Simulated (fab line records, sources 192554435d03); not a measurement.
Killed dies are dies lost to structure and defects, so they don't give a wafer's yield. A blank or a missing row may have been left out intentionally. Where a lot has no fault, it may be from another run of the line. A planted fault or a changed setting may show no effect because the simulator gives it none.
Which tool did it? ; flow n5Finfet ; route of 1938 steps, sampled at 1 step: 11 lots, 31 wafers

## WHAT THE GAUGES SHOWED, per wafer
N5_BEOL_M13_THK_MEAS_50: measures by xrf.
lot;measured;on;M13_THK (nm)
L721;day 11 00:13;filmMetro-02;427 422 421
L722;day 11 10:38;filmMetro-01;417 424 422
L725;day 12 07:43;filmMetro-01;424 428 422
L726;day 12 08:14;filmMetro-02;424 429 429
L728;day 12 22:00;filmMetro-02;416 433 433
L729;day 13 10:28;filmMetro-02;426 430 411
L732;day 14 00:46;filmMetro-01;426 430 433
L735;day 14 18:22;filmMetro-02;418 419
L743;day 16 22:41;filmMetro-01;426 423 424
L741;day 17 09:43;filmMetro-02;420 425 417
L742;day 17 12:40;filmMetro-01;427 428

## TOOL THAT RAN EACH LOT (tool first, then ch and the chambers of the sampled wafers, then the start)
No process step before these readings appears in the record.

## THE ANSWER, worked out from the rows above alone
Rule: what is usual is taken from the lots themselves. Put in order of their means at a reading, lots are off if they are a third of the lots or fewer, leave a main group of 4 or more, and stand apart from it by a gap of 3 or more times the standard deviation of the main group's means; of several such gaps the widest counts. A main group whose means are all the same, to the digits that the tables above print for the reading, isn't used. Also off: a lot with no number at a reading for which 4 or more lots have one. All remaining lots with rows at the step are treated as sound.
None of the lots is off at any reading shown; this tells nothing.

## WHAT HAD BEEN PUT IN BY THE SIMULATOR
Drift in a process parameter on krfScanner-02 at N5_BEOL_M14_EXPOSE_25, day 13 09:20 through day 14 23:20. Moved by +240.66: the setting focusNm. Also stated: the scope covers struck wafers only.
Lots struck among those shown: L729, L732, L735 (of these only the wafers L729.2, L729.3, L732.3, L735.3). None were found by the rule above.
